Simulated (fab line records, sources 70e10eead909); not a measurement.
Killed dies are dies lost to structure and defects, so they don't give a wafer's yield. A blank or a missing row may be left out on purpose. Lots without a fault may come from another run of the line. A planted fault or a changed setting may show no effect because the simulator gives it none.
fab line records | flow nand_harc
record lots=24 wafers=72 last_day=24
route steps=1159 shown A_CONTACT@897
lots that met no fault: from a run of the same line without faults
start_h: hours from the record's first day to the start of the lot's first wafer shown | wait_h: hours since the lot's step before | " the same as in the row above | L1.1+2: a row that stands for several wafers | - no value, or no start given | * or withheld: withheld | < > ~ a bound
route shown NAME@n: a module of which the file shows steps, and the number in the route of the first | usual: mean/standard deviation of fault-free wafers | same: alike in all rows | chamber/n: place in a boat | sites: the reading at each site | _std_site: their standard deviation | _edge_site: outer sites' mean less inner sites' | radius_mm: how far each site lies from the wafer's centre | mask NAME#n: copy n | behind: the tool/chamber that last shaped the wafer | hold: why the lot was held/for how many hours/how that ended | device: the transistor (n, p or np) that didn't switch | end of line: the same wafers' tests at the end of the route | a step without rows: its recipe alone | killed: dies lost to structure and defects at the first sort, not the wafer's yield | map: a wafer's dies, x killed, . not, _ none there
set.NAME: the setting as run; set.NAME@STEP: as run at that earlier step | model.NAME: the simulator's own value behind a step, which no gauge read
steps of the route over a sample of lots; a table a step, a row a wafer
services: from which hour (start_h, from the record's first day; less than 0 if before it) a tool's chamber was out of use, for how many hours, and why
## steps
# step NHARC_A_CONTACT_OVL_MEAS_70
# usual overlay_x_nm=-0.3/0.71 overlay_y_nm=0.1/0.85
# columns lot.wafer tool chamber start_h wait_h overlay_x_nm overlay_y_nm
L074.4 overlay-02 - 368.40 - 1.1 0.4
L074.5 " - " " 0.7 0.1
L074.6 " - " " 0.4 -0.2
L076.3 overlay-02 - 394.76 - 0.1 0.3
L076.5 " - " " -0.2 0.4
L076.6 " - " " 0.1 0.4
L077.1 overlay-02 - 394.96 - -0.1 -0.4
L077.2 " - " " -0.3 -1.0
L077.4 " - " " -0.1 -1.0
L075.1 overlay-02 - 400.57 - -1.8 1.4
L075.5 " - " " -1.4 1.3
L075.6 " - " " -1.9 1.5
L079.1 overlay-02 - 413.73 - -0.6 -0.8
L079.2 " - " " -0.8 -0.1
L079.6 " - " " -0.4 -0.2
L078.4 overlay-02 - 419.08 - 1.1 -0.1
L078.5 " - " " 0.4 -0.4
L078.6 " - " " 0.9 0.3
L081.1 overlay-01 - 423.04 - 0.6 -1.6
L081.2 " - " " 0.4 -1.3
L081.4 " - " " 0.5 -1.7
L080.3 overlay-01 - 435.84 - -0.2 0.3
L080.5 " - " " 0.2 0.7
L080.6 " - " " 0.1 0.4
L082.4 overlay-02 - 444.78 - -1.0 0.7
L082.5 " - " " -1.2 0.4
L082.6 " - " " -0.5 0.5
L084.1 overlay-02 - 445.22 - -1.0 -0.5
L084.2 " - " " -1.4 -0.3
L084.4 " - " " -0.6 0.0
L083.4 overlay-02 - 449.88 - 0.4 -1.1
L083.5 " - " " -0.6 -1.1
L083.6 " - " " -0.4 -1.3
L085.2 overlay-02 - 450.77 - -0.5 -0.1
L085.4 " - " " -0.5 0.3
L085.6 " - " " -0.7 -0.4
L087.1 overlay-02 - 455.05 - -1.6 0.1
L087.5 " - " " -1.6 0.4
L087.6 " - " " -1.1 0.2
L089.4 overlay-02 - 456.07 - -0.5 0.9
L089.5 " - " " -0.3 0.6
L089.6 " - " " -0.8 0.5
L090.1 overlay-01 - 460.82 - -0.3 1.4
L090.4 " - " " -0.7 0.8
L090.5 " - " " -0.1 1.0
L086.1 overlay-02 - 462.22 - 0.4 -1.3
L086.3 " - " " 0.2 -0.6
L086.6 " - " " 0.3 -0.1
L091.1 overlay-01 - 464.71 - -1.1 0.4
L091.3 " - " " -0.6 0.2
L091.4 " - " " -1.1 0.4
L088.1 overlay-01 - 467.41 - -0.8 -0.1
L088.3 " - " " -0.1 -0.1
L088.6 " - " " -0.8 -0.5
L092.1 overlay-01 - 484.83 - -0.6 0.7
L092.2 " - " " -0.7 0.3
L092.5 " - " " -0.6 0.7
L093.1 overlay-01 - 490.71 - 0.4 0.2
L093.3 " - " " 0.6 -0.5
L093.4 " - " " 0.2 -0.4
L096.1 overlay-02 - 501.06 - 1.0 2.3
L096.2 " - " " 1.3 1.5
L096.6 " - " " 1.5 2.1
L094.1 overlay-02 - 507.78 - 0.5 -0.2
L094.2 " - " " 0.3 -0.9
L094.4 " - " " 0.5 -0.6
L095.3 overlay-01 - 510.34 - 0.0 1.1
L095.4 " - " " -0.3 1.0
L095.6 " - " " -0.4 0.6
L097.1 overlay-01 - 517.04 - -0.2 -1.6
L097.2 " - " " -0.7 -1.2
L097.4 " - " " -0.6 -0.5
# step NHARC_A_CONTACT_DESCUM_74
# recipe time_s=3 o2_flow_sccm=200 ar_flow_sccm=0 bias_power_w=0 chemistry=O2
# usual drypump_motor_current_A=5.9/0.34 oes_product_au=1.004/0.0087 rf_vpp_V=57.8/0.85 showerhead_plenum_p_Torr=1.92/0.075 throttle_valve_pct=11.312/0.0083
# same bias_power_w=0
# columns lot.wafer tool chamber start_h wait_h drypump_motor_current_A oes_product_au rf_hours_counter_h rf_vpp_V showerhead_plenum_p_Torr throttle_valve_pct
L074.4 rie_diel-07 1 368.51 0.1 5.9 1.010 27 58.2 2.01 11.298
L074.5 " 3 " " 6.2 1.010 - 57.2 1.82 11.308
L074.6 " 0 " " 5.6 0.999 - 58.8 1.96 11.318
L076.3 rie_diel-02 2 394.86 0.1 5.2 0.997 19 57.9 1.87 11.326
L076.5 " 1 " " 5.4 1.006 - 57.5 1.84 11.305
L076.6 " 2 " " 5.2 0.992 - 56.7 1.87 11.312
L077.2 rie_diel-07 3 395.06 0.1 6.2 1.005 30 57.1 1.81 11.305
L077.4 " 0 " " 5.6 0.994 30 58.6 1.96 11.308
L077.1 " 1 " " 5.9 1.006 32 57.9 2.01 11.298
L075.1 rie_diel-07 3 400.68 0.1 6.1 1.009 31 57.3 1.81 11.302
L075.5 " 2 " " 6.2 0.998 - 57.8 1.97 11.293
L075.6 " 3 " " 6.2 1.005 - 57.7 1.81 11.301
L079.1 rie_diel-06 0 413.85 0.1 6.5 0.997 57 56.0 1.87 11.311
L079.2 " 1 " " 6.0 1.003 59 58.6 2.06 11.310
L079.6 " 3 " " 6.0 1.017 - 57.5 1.99 11.305
L078.4 rie_diel-07 3 419.18 0.1 6.2 1.014 1 55.3 1.81 11.307
L078.5 " 3 " " 6.2 1.021 - 57.4 1.81 11.310
L078.6 " 0 " " 5.6 1.000 - 56.8 1.96 11.313
L081.1 rie_diel-07 2 423.15 0.1 6.2 1.011 2 58.5 1.97 11.301
L081.4 " 3 " " 6.2 1.019 2 57.8 1.81 11.316
L081.2 " 0 " " 5.6 1.010 2 57.5 1.96 11.309
L080.3 rie_diel-07 2 435.96 0.1 6.2 1.001 4 57.2 1.97 11.305
L080.6 " 0 " " 5.6 1.007 - 56.7 1.95 11.329
L080.5 " 1 " " 5.9 0.999 - 58.3 2.00 11.312
L082.4 rie_diel-07 3 444.89 0.1 6.1 1.019 6 57.7 1.81 11.314
L082.5 " 1 " " 5.9 0.997 - 58.9 2.00 11.310
L082.6 " 2 " " 6.2 1.003 - 56.7 1.97 11.315
L084.4 rie_diel-02 1 445.32 0.1 5.4 1.004 40 56.5 1.83 11.311
L084.1 " 2 " " 5.2 0.994 38 58.4 1.87 11.313
L084.2 " 0 " " 6.1 1.004 44 57.5 1.81 11.319
L083.4 rie_diel-07 0 449.98 0.1 5.6 0.997 7 57.0 1.95 11.322
L083.5 " 3 " " 6.2 1.023 - 57.3 1.81 11.314
L083.6 " 0 " " 5.6 1.010 - 58.0 1.95 11.318
L085.4 rie_diel-06 2 450.87 0.1 5.5 1.015 10 58.9 1.93 11.325
L085.2 " 1 " " 6.0 1.009 9 58.6 2.05 11.313
L085.6 " 3 " " 6.0 0.999 - 57.8 1.99 11.322
L087.1 rie_diel-02 3 455.18 0.1 6.4 1.015 43 58.8 1.91 11.320
L087.6 " 0 " " 6.0 0.992 - 57.0 1.81 11.310
L087.5 " 1 " " 5.4 0.996 - 57.7 1.83 11.310
L089.4 rie_diel-07 0 456.16 0.1 5.6 0.998 9 57.6 1.95 11.317
L089.6 " 0 " " 5.6 0.994 - 57.1 1.95 11.309
L089.5 " 1 " " 5.9 1.011 - 57.8 2.00 11.317
L090.1 rie_diel-07 1 460.96 0.1 5.9 1.009 11 55.6 2.00 11.321
L090.4 " 2 " " 6.2 1.000 11 58.3 1.97 11.318
L090.5 " 3 " " 6.2 1.024 - 55.8 1.81 11.308
L086.3 rie_diel-02 3 462.33 0.1 6.3 0.999 46 57.9 1.91 11.322
L086.1 " 0 " " 6.1 0.988 51 57.6 1.80 11.314
L086.6 " 2 " " 5.2 0.992 - 57.8 1.86 11.310
L091.1 rie_diel-02 2 464.81 0.1 5.2 1.002 48 56.6 1.87 11.312
L091.4 " 0 " " 6.0 1.001 51 57.2 1.80 11.300
L091.3 " 1 " " 5.4 0.997 49 57.3 1.83 11.309
L088.1 rie_diel-07 3 467.51 0.1 6.2 1.010 12 58.7 1.81 11.292
L088.3 " 0 " " 5.7 1.002 12 59.3 1.95 11.308
L088.6 " 0 " " 5.6 0.995 - 59.2 1.95 11.305
L092.2 rie_diel-07 0 484.95 0.1 5.6 1.003 14 57.6 1.95 11.291
L092.1 " 1 " " 5.9 1.004 15 56.8 2.00 11.312
L092.5 " 2 " " 6.2 1.007 - 58.0 1.97 11.318
L093.3 rie_diel-07 1 490.83 0.1 5.9 1.006 16 58.1 2.00 11.302
L093.4 " 2 " " 6.2 1.009 16 57.7 1.97 11.309
L093.1 " 3 " " 6.2 1.019 15 57.4 1.81 11.302
L096.2 rie_diel-06 2 501.16 0.1 5.5 1.001 26 58.7 1.93 11.316
L096.1 " 3 " " 6.0 1.004 30 59.9 1.98 11.316
L096.6 " 1 " " 6.0 1.003 - 58.2 2.05 11.323
L094.1 rie_diel-07 2 507.88 0.1 6.2 1.000 19 58.9 1.97 11.300
L094.4 " 3 " " 6.1 0.996 17 57.1 1.81 11.308
L094.2 " 0 " " 5.6 0.991 17 57.5 1.95 11.316
L095.3 rie_diel-06 2 510.61 0.2 5.4 1.016 29 58.6 1.93 11.305
L095.4 " 1 " " 6.0 1.015 - 58.8 2.05 11.323
L095.6 " 3 " " 6.0 1.005 - 57.8 1.98 11.314
L097.2 rie_diel-02 3 517.15 0.1 6.3 0.995 0 57.2 1.91 11.310
L097.1 " 0 " " 6.0 0.996 0 56.2 1.80 11.297
L097.4 " 1 " " 5.4 1.009 0 57.4 1.83 11.313
# step NHARC_A_CONTACT_ETCH_76
# recipe target_depth_a=2600 over_etch_frac=0.3 time_s=475.3 ion_energy_ev=200 n2_flow_sccm=150 h2_flow_sccm=150 ar_flow_sccm=0 rf_w=400 bias_w=150 chemistry=N2/H2
# usual drypump_motor_current_A=5.9/0.34 oes_product_au=1.003/0.0092 rf_vpp_V=430.8/2.5 showerhead_plenum_p_Torr=2.05/0.083 throttle_valve_pct=14.171/0.009
# columns lot.wafer tool chamber start_h wait_h drypump_motor_current_A oes_product_au rf_hours_counter_h rf_vpp_V showerhead_plenum_p_Torr throttle_valve_pct
L074.4 rie_diel-07 1 - - 5.9 1.023 27 431.8 2.14 14.169
L074.5 " 3 " " 6.2 1.016 - 428.4 1.93 14.162
L074.6 " 0 " " 5.6 0.995 - 431.1 2.09 14.188
L076.3 rie_diel-02 0 - - 6.1 0.998 24 427.4 1.93 14.172
L076.5 " 2 " " 5.2 1.001 - 428.5 2.00 14.176
L076.6 " 3 " " 6.3 1.022 - 431.0 2.04 14.171
L077.1 rie_diel-07 3 - - 6.2 1.013 30 427.5 1.93 14.163
L077.4 " 0 " " 5.7 0.988 30 432.5 2.09 14.163
L077.2 " 2 " " 6.2 0.996 32 432.4 2.10 14.187
L075.1 rie_diel-07 2 - - 6.2 1.007 33 432.3 2.10 14.187
L075.6 " 2 " " 6.2 0.997 - 432.6 2.10 14.175
L075.5 " 3 " " 6.2 1.011 - 428.5 1.93 14.175
L079.2 rie_diel-06 3 - - 6.0 1.007 56 433.8 2.12 14.181
L079.1 " 0 " " 6.5 0.992 57 429.3 1.99 14.184
L079.6 " 1 " " 6.0 1.004 - 435.3 2.20 14.175
L078.4 rie_diel-07 1 - - 5.9 0.997 1 434.3 2.14 14.161
L078.6 " 0 " " 5.6 1.012 - 432.8 2.09 14.165
L078.5 " 1 " " 5.9 1.001 - 431.6 2.14 14.171
L081.2 rie_diel-07 3 - - 6.2 1.026 2 427.6 1.93 14.172
L081.1 " 0 " " 5.6 1.011 3 431.8 2.09 14.181
L081.4 " 1 " " 5.9 1.005 2 432.7 2.14 14.180
L080.3 rie_diel-07 1 - - 5.9 0.994 4 433.3 2.14 14.155
L080.5 " 1 " " 5.9 0.998 - 433.6 2.14 14.167
L080.6 " 2 " " 6.2 1.002 - 432.3 2.10 14.164
L082.4 rie_diel-07 2 - - 6.2 0.994 6 431.7 2.10 14.158
L082.5 " 2 " " 6.2 0.994 - 432.1 2.10 14.156
L082.6 " 3 " " 6.2 0.998 - 428.7 1.93 14.169
L084.4 rie_diel-02 3 - - 6.3 1.017 38 429.4 2.04 14.184
L084.2 " 0 " " 6.1 0.996 44 427.3 1.92 14.183
L084.1 " 1 " " 5.4 0.987 40 429.3 1.95 14.183
L083.4 rie_diel-07 1 - - 5.9 1.000 8 432.9 2.14 14.189
L083.5 " 0 " " 5.6 0.999 - 431.2 2.08 14.169
L083.6 " 1 " " 5.9 0.995 - 432.2 2.14 14.168
L085.4 rie_diel-06 1 - - 6.0 1.013 9 434.1 2.19 14.170
L085.2 " 3 " " 6.0 1.006 11 433.8 2.12 14.171
L085.6 " 0 " " 6.4 0.988 - 429.6 1.99 14.166
L087.1 rie_diel-02 1 - - 5.4 0.994 45 428.4 1.95 14.180
L087.6 " 1 " " 5.4 0.983 - 427.1 1.95 14.166
L087.5 " 2 " " 5.2 0.998 - 428.4 1.99 14.179
L089.4 rie_diel-07 1 - - 5.9 0.996 10 434.2 2.14 14.162
L089.6 " 1 " " 5.9 0.996 - 433.5 2.14 14.162
L089.5 " 2 " " 6.2 0.999 - 431.8 2.10 14.177
L090.4 rie_diel-07 1 - - 5.9 0.995 12 431.6 2.14 14.171
L090.1 " 2 " " 6.2 0.996 11 432.6 2.10 14.175
L090.5 " 1 " " 5.9 0.999 - 433.5 2.14 14.171
L086.3 rie_diel-02 0 - - 6.0 0.999 51 427.7 1.92 14.165
L086.1 " 3 " " 6.3 0.999 46 430.0 2.04 14.188
L086.6 " 1 " " 5.4 0.992 - 427.3 1.95 14.171
L091.4 rie_diel-02 1 - - 5.4 0.986 49 427.6 1.95 14.168
L091.3 " 2 " " 5.2 0.994 48 430.6 1.99 14.170
L091.1 " 0 " " 6.1 0.996 52 427.9 1.92 14.168
L088.1 rie_diel-07 2 - - 6.2 0.985 13 432.1 2.10 14.177
L088.3 " 1 " " 5.9 0.996 13 431.0 2.14 14.158
L088.6 " 3 " " 6.2 1.011 - 427.2 1.93 14.159
L092.2 rie_diel-07 0 - - 5.6 0.998 14 432.0 2.08 14.174
L092.1 " 3 " " 6.2 1.014 14 427.9 1.93 14.180
L092.5 " 0 " " 5.6 1.000 - 431.3 2.08 14.156
L093.3 rie_diel-07 2 - - 6.2 1.005 16 431.5 2.10 14.178
L093.1 " 3 " " 6.2 1.023 15 427.5 1.93 14.159
L093.4 " 0 " " 5.7 0.993 15 431.5 2.08 14.169
L096.2 rie_diel-06 3 - - 6.0 1.009 30 433.5 2.11 14.151
L096.1 " 1 " " 6.0 1.009 27 434.3 2.19 14.157
L096.6 " 2 " " 5.5 1.019 - 432.4 2.06 14.171
L094.4 rie_diel-07 2 - - 6.2 1.004 19 430.5 2.10 14.168
L094.2 " 0 " " 5.6 0.994 17 431.6 2.08 14.161
L094.1 " 1 " " 5.9 1.006 19 433.7 2.13 14.167
L095.3 rie_diel-06 3 - - 6.0 1.009 33 432.0 2.11 14.167
L095.4 " 3 " " 6.0 1.010 - 432.3 2.11 14.183
L095.6 " 2 " " 5.4 1.014 - 431.1 2.06 14.165
L097.2 rie_diel-02 1 - - 5.4 1.002 0 427.7 1.95 14.176
L097.4 " 2 " " 5.2 1.011 0 430.0 1.98 14.178
L097.1 " 0 " " 6.1 1.002 0 426.9 1.92 14.174
# step NHARC_A_CONTACT_ETCH_128
# recipe source_w=withheld pressure_mtorr=20 bias_v=1200 time_s=155 target_depth_a=9560 ar_flow_sccm=withheld c4f8_flow_sccm=withheld o2_flow_sccm=withheld chemistry=C4F8/O2/Ar
# columns lot.wafer tool chamber start_h wait_h rf_hours_counter_h
L074.4 har_cap_etch-01 1 370.29 0.1 -
L074.5 " 1 " " -
L074.6 " 0 " " -
L077.1 har_cap_etch-03 0 396.81 0.1 84
L077.2 " 1 " " 84
L077.4 " 1 " " -
L076.3 har_cap_etch-01 0 396.93 0.2 -
L076.6 " 1 " " -
L076.5 " 0 " " -
L075.1 har_cap_etch-02 1 402.63 0.2 12
L075.6 " 1 " " -
L075.5 " 0 " " -
L079.2 har_cap_etch-03 0 415.79 0.2 87
L079.1 " 1 " " 87
L079.6 " 0 " " -
L078.4 har_cap_etch-01 1 421.02 0.1 -
L078.6 " 0 " " -
L078.5 " 1 " " -
L081.1 har_cap_etch-02 1 424.89 0.1 16
L081.2 " 0 " " 16
L081.4 " 0 " " -
L080.3 har_cap_etch-01 0 437.77 0.1 -
L080.6 " 1 " " -
L080.5 " 0 " " -
L082.4 har_cap_etch-01 0 446.87 0.1 -
L082.5 " 0 " " -
L082.6 " 1 " " -
L084.1 har_cap_etch-03 1 447.33 0.2 93
L084.2 " 0 " " 93
L084.4 " 0 " " -
L083.4 har_cap_etch-03 1 451.86 0.1 -
L083.5 " 0 " " -
L083.6 " 1 " " -
L085.2 har_cap_etch-01 1 453.29 0.1 72
L085.4 " 0 " " -
L085.6 " 0 " " -
L087.1 har_cap_etch-03 1 457.50 0.1 97
L087.5 " 1 " " -
L087.6 " 0 " " -
L089.4 har_cap_etch-02 0 458.08 0.1 -
L089.6 " 1 " " -
L089.5 " 0 " " -
L090.1 har_cap_etch-01 0 463.06 0.1 76
L090.4 " 1 " " -
L090.5 " 0 " " -
L086.1 har_cap_etch-02 1 464.10 0.1 24
L086.3 " 0 " " -
L086.6 " 0 " " -
L091.1 har_cap_etch-03 1 466.61 0.1 101
L091.4 " 1 " " -
L091.3 " 0 " " -
L088.1 har_cap_etch-01 1 469.30 0.1 78
L088.3 " 1 " " -
L088.6 " 0 " " -
L092.1 har_cap_etch-02 1 486.67 0.1 28
L092.2 " 0 " " 28
L092.5 " 0 " " -
L093.1 har_cap_etch-03 1 492.57 0.1 103
L093.4 " 1 " " -
L093.3 " 0 " " -
L096.1 har_cap_etch-02 1 503.12 0.1 30
L096.2 " 0 " " 30
L096.6 " 0 " " -
L094.1 har_cap_etch-03 0 509.63 0.1 106
L094.2 " 1 " " 106
L094.4 " 1 " " -
L095.3 har_cap_etch-02 0 513.23 0.1 -
L095.4 " 1 " " -
L095.6 " 0 " " -
L097.1 har_cap_etch-03 1 518.90 0.1 109
L097.2 " 0 " " 109
L097.4 " 1 " " -
# step NHARC_A_CONTACT_ETCH_106
# recipe target_depth_a=600 overetch_a=60 time_s=33 ion_energy_ev=100 cf4_flow_sccm=80 o2_flow_sccm=20 ar_flow_sccm=0 rf_w=300 bias_w=100 chemistry=CF4/O2
# usual drypump_motor_current_A=5.93/0.3 oes_product_au=1.003/0.0091 rf_vpp_V=198.0/1.4 showerhead_plenum_p_Torr=1.34/0.052 throttle_valve_pct=13.397/0.0098
# columns lot.wafer tool chamber start_h wait_h drypump_motor_current_A oes_product_au rf_hours_counter_h rf_vpp_V showerhead_plenum_p_Torr throttle_valve_pct
L074.4 rie_diel-02 2 372.25 0.1 5.20 0.995 12 196.6 1.31 13.385
L074.6 " 0 " " 6.04 0.998 - 195.8 1.27 13.385
L074.5 " 1 " " 5.40 0.992 - 198.1 1.29 13.405
L077.4 rie_diel-06 2 398.59 0.0 5.45 1.018 50 198.4 1.35 13.403
L077.2 " 3 " " 6.01 1.009 53 198.9 1.39 13.390
L077.1 " 0 " " 6.46 0.994 54 197.2 1.31 13.403
L076.3 rie_diel-07 3 398.95 0.1 6.18 1.018 31 197.4 1.27 13.403
L076.6 " 2 " " 6.17 0.993 - 198.0 1.38 13.400
L076.5 " 3 " " 6.18 1.017 - 197.1 1.27 13.388
L075.1 rie_diel-02 3 404.54 0.1 6.33 1.004 25 197.8 1.34 13.392
L075.6 " 0 " " 6.07 1.003 - 196.4 1.27 13.390
L075.5 " 1 " " 5.41 0.996 - 196.4 1.28 13.402
L079.1 rie_diel-07 0 417.92 0.1 5.59 0.999 1 199.6 1.36 13.404
L079.2 " 1 " " 5.89 0.993 1 198.8 1.40 13.407
L079.6 " 3 " " 6.18 1.011 - 196.2 1.27 13.390
L078.4 rie_diel-07 3 422.75 0.1 6.17 1.002 2 196.5 1.27 13.390
L078.5 " 1 " " 5.88 0.988 - 198.0 1.40 13.404
L078.6 " 2 " " 6.19 1.000 - 197.8 1.37 13.397
L081.1 rie_diel-02 1 427.22 0.1 5.41 0.997 31 196.4 1.28 13.388
L081.2 " 2 " " 5.22 0.993 30 196.5 1.31 13.395
L081.4 " 1 " " 5.38 0.991 - 197.7 1.28 13.386
L080.3 rie_diel-07 2 439.53 0.1 6.18 1.004 5 198.9 1.37 13.401
L080.5 " 3 " " 6.17 1.004 - 196.7 1.27 13.406
L080.6 " 2 " " 6.17 1.002 - 198.1 1.37 13.399
L082.4 rie_diel-07 3 448.62 0.1 6.19 1.009 6 195.1 1.27 13.402
L082.5 " 0 " " 5.65 0.999 - 198.5 1.36 13.390
L082.6 " 1 " " 5.85 1.002 - 198.6 1.40 13.409
L084.2 rie_diel-07 1 449.46 0.1 5.86 0.994 7 200.2 1.40 13.404
L084.4 " 2 " " 6.19 0.998 7 197.2 1.37 13.393
L084.1 " 3 " " 6.16 1.018 7 197.1 1.27 13.393
L083.4 rie_diel-07 1 454.14 0.4 5.90 1.004 9 198.2 1.40 13.402
L083.5 " 3 " " 6.17 1.016 - 197.4 1.27 13.396
L083.6 " 0 " " 5.62 0.991 - 199.4 1.36 13.387
L085.2 rie_diel-07 0 455.14 0.1 5.63 0.995 9 199.6 1.36 13.404
L085.4 " 3 " " 6.15 1.019 9 196.2 1.27 13.378
L085.6 " 0 " " 5.64 1.000 - 199.0 1.36 13.392
L087.1 rie_diel-02 2 459.61 0.3 5.22 1.003 47 196.2 1.30 13.396
L087.6 " 3 " " 6.32 1.003 - 197.3 1.33 13.385
L087.5 " 0 " " 6.08 0.992 - 195.7 1.26 13.397
L089.4 rie_diel-07 1 459.83 0.1 5.92 1.013 11 199.0 1.39 13.399
L089.6 " 0 " " 5.64 1.004 - 197.7 1.36 13.417
L089.5 " 1 " " 5.88 1.015 - 199.9 1.40 13.398
L090.4 rie_diel-07 0 464.85 0.1 5.63 0.998 12 198.4 1.36 13.396
L090.1 " 1 " " 5.87 1.010 13 200.9 1.39 13.394
L090.5 " 0 " " 5.64 1.000 - 197.4 1.36 13.390
L086.3 rie_diel-06 1 466.18 0.1 6.02 1.005 15 199.1 1.43 13.404
L086.1 " 3 " " 5.94 0.995 18 200.6 1.38 13.387
L086.6 " 3 " " 5.95 0.998 - 199.3 1.38 13.382
L091.1 rie_diel-06 0 468.54 0.1 6.41 0.994 17 196.3 1.30 13.410
L091.3 " 1 " " 5.98 1.016 16 199.6 1.43 13.395
L091.4 " 1 " " 6.00 0.996 - 199.4 1.43 13.402
L088.1 rie_diel-07 2 471.08 0.1 6.18 0.992 14 196.5 1.37 13.409
L088.3 " 3 " " 6.18 1.004 13 197.3 1.26 13.409
L088.6 " 3 " " 6.16 0.998 - 195.9 1.26 13.384
L092.1 rie_diel-07 1 488.46 0.1 5.91 1.008 16 198.0 1.39 13.399
L092.2 " 2 " " 6.18 1.010 16 200.5 1.37 13.405
L092.5 " 3 " " 6.16 1.029 - 196.6 1.26 13.391
L093.1 rie_diel-07 2 494.83 0.1 6.17 1.005 17 198.1 1.37 13.399
L093.4 " 3 " " 6.15 1.003 16 197.1 1.26 13.414
L093.3 " 0 " " 5.62 0.993 16 198.5 1.36 13.401
L096.1 rie_diel-07 2 504.91 0.1 6.16 1.015 19 198.8 1.37 13.396
L096.2 " 3 " " 6.15 1.018 17 195.5 1.26 13.409
L096.6 " 1 " " 5.87 1.014 - 198.3 1.39 13.370
L094.4 rie_diel-07 1 511.58 0.1 5.88 1.011 20 198.1 1.39 13.400
L094.2 " 2 " " 6.18 0.999 20 200.4 1.37 13.402
L094.1 " 3 " " 6.18 1.015 18 196.0 1.26 13.410
L095.4 rie_diel-07 2 515.47 0.3 6.18 1.001 21 199.2 1.37 13.400
L095.3 " 0 " " 5.64 1.008 19 198.2 1.36 13.389
L095.6 " 3 " " 6.18 1.019 - 195.4 1.26 13.385
L097.4 rie_diel-07 0 520.74 0.1 5.62 1.003 20 198.9 1.36 13.411
L097.1 " 2 " " 6.20 1.000 22 198.3 1.37 13.380
L097.2 " 3 " " 6.17 1.020 20 195.8 1.26 13.411
# step NHARC_A_CONTACT_ALD_18
# recipe target_thk_a=30 pulse_time_s=1 ald_cycles=150 temp_c=450 material=TiN
# usual heater_power_w=1007/55 precursor_pulse_height_rel=0.999/0.018
# columns lot.wafer tool chamber start_h wait_h heater_power_w precursor_pulse_height_rel
L074.4 ald_metal-02 2 379.32 - 1024 1.003
L074.6 " 3 " " 1002 1.003
L074.5 " 0 " " 1002 0.978
L077.4 ald_metal-01 1 404.99 - 931 1.005
L077.2 " 3 " " 1015 1.022
L077.1 " 0 " " 1019 0.992
L076.3 ald_metal-03 3 405.44 - 898 0.992
L076.6 " 3 " " 877 1.029
L076.5 " 0 " " 996 0.996
L075.1 ald_metal-01 2 412.81 - 973 0.980
L075.6 " 3 " " 1015 1.012
L075.5 " 0 " " 1045 0.960
L079.2 ald_metal-01 0 423.94 - 1045 0.990
L079.1 " 2 " " 945 1.066
L079.6 " 0 " " 1049 0.975
L078.4 ald_metal-01 2 429.12 - 954 0.969
L078.5 " 2 " " 994 0.974
L078.6 " 3 " " 1018 1.015
L081.2 ald_metal-03 1 433.50 - 1118 0.981
L081.1 " 3 " " 884 0.958
L081.4 " 0 " " 1020 1.022
L080.3 ald_metal-02 1 446.93 - 988 1.008
L080.6 " 2 " " 1052 0.966
L080.5 " 3 " " 968 0.995
L082.4 ald_metal-01 3 455.31 - 1009 1.010
L082.5 " 1 " " 935 0.995
L082.6 " 2 " " 971 1.001
L084.1 ald_metal-02 3 457.85 - 968 1.016
L084.2 " 2 " " 1039 1.015
L084.4 " 1 " " 992 0.992
L083.4 ald_metal-03 2 461.83 - 1038 1.007
L083.6 " 0 " " 990 1.001
L083.5 " 1 " " 1130 1.011
L085.4 ald_metal-02 1 462.28 - 974 0.987
L085.2 " 2 " " 1040 0.993
L085.6 " 1 " " 997 0.985
L087.1 ald_metal-02 3 465.93 - 955 1.007
L087.5 " 3 " " 982 1.031
L087.6 " 0 " " 1009 1.019
L089.4 ald_metal-03 1 466.47 - 1130 0.997
L089.6 " 2 " " 1010 1.001
L089.5 " 3 " " 895 0.983
L090.4 ald_metal-01 2 475.84 - 987 1.061
L090.1 " 3 " " 1034 0.986
L090.5 " 1 " " 956 1.010
L091.3 ald_metal-02 3 479.79 - 984 1.023
L091.1 " 0 " " 1016 1.016
L091.4 " 2 " " 1067 1.012
L086.3 ald_metal-03 2 480.09 - 1064 1.019
L086.1 " 0 " " 1014 0.978
L086.6 " 2 " " 1024 1.005
L088.1 ald_metal-02 3 481.81 - 1011 0.989
L088.3 " 0 " " 977 1.012
L088.6 " 2 " " 1048 0.967
L092.1 ald_metal-02 3 494.88 - 985 1.014
L092.2 " 0 " " 991 0.968
L092.5 " 0 " " 1020 1.018
L093.1 ald_metal-01 3 502.02 - 1037 1.005
L093.3 " 1 " " 960 0.999
L093.4 " 1 " " 954 1.010
L096.1 ald_metal-03 2 513.03 - 1065 0.999
L096.2 " 3 " " 892 1.005
L096.6 " 0 " " 947 0.990
L094.2 ald_metal-03 2 517.92 - 1037 1.032
L094.4 " 3 " " 916 1.017
L094.1 " 0 " " 979 1.011
L095.4 ald_metal-02 3 522.46 - 988 0.979
L095.3 " 0 " " 1020 1.008
L095.6 " 2 " " 1029 1.003
L097.2 ald_metal-01 1 527.00 - 964 1.021
L097.4 " 2 " " 989 1.022
L097.1 " 3 " " 1030 1.009
## services
# columns tool chamber start_h hours kind
rie_diel-07 0 359.95 - clean
rie_diel-07 1 359.95 - clean
rie_diel-07 2 359.95 - clean
rie_diel-07 3 359.95 - clean
ald_metal-02 - 364.00 10.0 pm
ald_metal-01 2 382.92 3.1 repair
rie_diel-07 0 384.45 - clean
rie_diel-07 1 384.45 - clean
rie_diel-07 2 384.45 - clean
rie_diel-07 3 384.45 - clean
rie_diel-06 - 390.24 1.4 repair
har_cap_etch-01 - 394.75 0.2 repair
rie_diel-07 - 405.20 9.0 pm
rie_diel-06 - 418.43 9.0 pm
rie_diel-02 3 427.16 5.2 repair
rie_diel-07 0 439.06 1.8 repair
ald_metal-02 0 448.87 11.0 repair
ald_metal-01 - 458.00 10.0 pm
rie_diel-06 2 464.28 9.1 repair
ald_metal-01 2 485.85 35.8 repair
rie_diel-07 2 495.11 1.8 repair
ald_metal-03 - 500.00 10.0 pm
rie_diel-02 - 506.09 9.0 pm
har_cap_etch-03 - 506.98 0.5 repair
## key
fault none
